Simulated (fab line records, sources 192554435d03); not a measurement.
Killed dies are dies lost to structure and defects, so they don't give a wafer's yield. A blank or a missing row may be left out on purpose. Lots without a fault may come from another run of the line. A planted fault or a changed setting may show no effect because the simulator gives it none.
A struck lot beside a sound one | flow n5_finfet | 25 steps out of a route of 1938
Sound: wafers L455.1, L455.2, L455.6. Struck: wafers L467.1, L467.2, L467.3. The cause comes at the end.
At each step with rows: each side's tool, then ch and its chambers, then its first start. Under that, the readings that differ: sound wafers | struck wafers | difference of the means | sigmas: that difference in standard deviations of wafers without a fault.
alike: readings whose means differ by less than 2 such deviations, and words and numbers that are the same on both sides. not compared: withheld readings, readings that some wafer has no value for, bounds like >300 that may hide the same value, and numbers for which the record gives no deviation and whose values overlap.
The two part at a step that has a row with sigmas, a row that says differs or no value, or rows on one side only. Numbers that don't overlap but have no deviation are shown without sigmas and don't part them. A reading that every wafer of one side lacks parts them only if that side has two wafers or more.

N5_BEOL_M9_THK_MEAS_53: measures by xrf.
  sound on film_metro-02, day 11 06:12; struck on film_metro-01, day 14 17:35
  alike: M9_THK
then, 1 step without rows for these wafers: N5_BEOL_M9_PRE_CLEAN_55 (time 15 s).
N5_BEOL_M9_DEP_56: deposits SiCN from 3MS/NH3, target thk 15 nm, time 26.5 s.
  sound on pecvd-01 ch 1,2, day 11 06:16; struck on pecvd-01 ch 1,2, day 14 17:40
  alike: showerhead_plenum_p_Torr, throttle_valve_pct
N5_BEOL_M9_RS_MEAS_57: measures by four-point-probe.
  sound on film_metro-02, day 11 06:20; struck on film_metro-01, day 14 17:45
  alike: M9_RS
N5_BEOL_M9_INSPECT_58: inspects for defects (darkfield).
  sound on defect_inspect-02, day 11 06:22; struck on defect_inspect-02, day 14 17:47
  alike: raw_defect_count
then, 2 steps without rows for these wafers: N5_BEOL_M10_ILD_DEP_00 (deposits SiCOH lowk from DEMS/porogen, target thk 308.51 nm, time 58 s); N5_BEOL_M10_CURE_71 (cures SiCOH lowk, time 240 s).
N5_BEOL_M10_THK_MEAS_01:
  sound on film_metro-02, day 11 07:01; struck on film_metro-01, day 14 18:31
  alike: M10_ILD_THK
N5_BEOL_M10_PECVD_70: deposits SiO2 from TEOS/O2, target thk 20 nm, time 22.7 s.
  sound on pecvd-04 ch 1,2, day 11 07:03; struck on pecvd-04 ch 0,1,2, day 14 18:33
  alike: heater_power_w, showerhead_plenum_p_Torr, throttle_valve_pct
N5_BEOL_M10_HM_DEP_02: deposits TiN, target thk 20 nm.
  sound on pvd_sputter-02, day 11 07:26; struck on pvd_sputter-02, day 14 19:01
  alike: throttle_valve_pct
then, 2 steps without rows for these wafers: N5_BEOL_M10_COAT_59 (time 60 s, resist thk 100 nm); N5_BEOL_M10_COAT_60 (time 60 s, resist thk 30 nm).
N5_BEOL_M10_COAT_05: resist thk 90 nm.
  sound on litho_track-01 ch 0, day 11 07:34; struck on litho_track-01 ch 0, day 14 19:10
  reading                                       | sound                | struck               | difference | sigmas
  spin_speed_rpm (rpm)                          | 1500.0 1500.4 1501.6 | 1346.6 1346.3 1348.4 | -153.6     | -99 or more
  model.CAR-ArF_of_BEOL_M10_COAT_05.thk_nm (nm) | 90 89.8 89.8         | 95 95 95             | +5         |
then, 5 steps without rows for these wafers: N5_BEOL_M10_EBR_07; N5_BEOL_M10_SOFTBAKE_06 (time 60 s); N5_BEOL_M10_EXPOSE_08 (exposes mask M10); N5_BEOL_M10_PEB_09 (peb time 60 s); N5_BEOL_M10_DEVELOP_10 (develop time 30 s).
N5_BEOL_M10_CD_MEAS_11: target cd 64.1 nm.
  sound on cd_sem-03 ch 0, day 11 07:56; struck on cd_sem-03 ch 0, day 14 20:35
  alike: cd_nm
N5_BEOL_M10_OVL_MEAS_12:
  sound on overlay-02 ch 0, day 11 07:58; struck on overlay-02 ch 0, day 14 20:37
  alike: M10_OVL
N5_BEOL_M10_INSPECT_13: inspects for defects (brightfield).
  sound on defect_inspect-02, day 11 07:59; struck on defect_inspect-02, day 14 20:39
  alike: raw_defect_count
N5_BEOL_M10_DESCUM_16: chemistry O2, time 7.9 s.
  sound on rie_diel-04 ch 0,1, day 11 08:01; struck on rie_diel-06 ch 0,1,3, day 14 21:58
  reading      | sound             | struck            | difference | sigmas
  rf_vpp_V (V) | 245.4 245.2 245.1 | 243.1 240.4 242.8 | -3.1       | -2
  alike: drypump_motor_current_A, oes_product_au, showerhead_plenum_p_Torr, throttle_valve_pct
  not compared: rf_hours_counter_h
N5_BEOL_M10_ETCH_61: etches SiARC in CF4, target depth 39 nm, time 65 s.
  sound on rie_diel-04 ch 0,1, day 11 08:04; struck on rie_diel-06 ch 0,1,3, day 14 22:00
  reading                                       | sound             | struck            | difference | sigmas
  rf_vpp_V (V)                                  | 183.8 185.2 185.8 | 182.4 181.8 182.5 | -2.7       | -2
  showerhead_plenum_p_Torr (Torr)               | 2.23 2.17 2.17    | 2.09 1.95 2.08    | -0.15      | -2
  model.CAR-ArF_of_BEOL_M10_COAT_05.thk_nm (nm) | 55.4 55.2 55.2    | 60.6 60.4 60.4    | +5.2       |
  alike: drypump_motor_current_A, etch_rf_on_time_s, oes_product_au, throttle_valve_pct
  not compared: rf_hours_counter_h
N5_BEOL_M10_ETCH_62: etches SOC in N2/H2, target depth 110 nm, overetch 22 nm, time 165 s.
  sound on rie_diel-04 ch 0,1, day 11 08:07; struck on rie_diel-06 ch 0,1,3, day 14 22:03
  alike: drypump_motor_current_A, oes_product_au, rf_vpp_V, showerhead_plenum_p_Torr, throttle_valve_pct
  not compared: rf_hours_counter_h
N5_PASSIVATION_PROBE_49:
  the record has rows for the sound wafers here (prober-01, day 13 21:16) and none for the struck ones

WHERE THEY PART
First at N5_BEOL_M10_COAT_05; last, within this record, at N5_PASSIVATION_PROBE_49.

WHY: what the simulator had put in
Process parameter drift: litho_track-01, from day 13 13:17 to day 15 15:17, at N5_BEOL_M10_COAT_05. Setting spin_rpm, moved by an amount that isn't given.
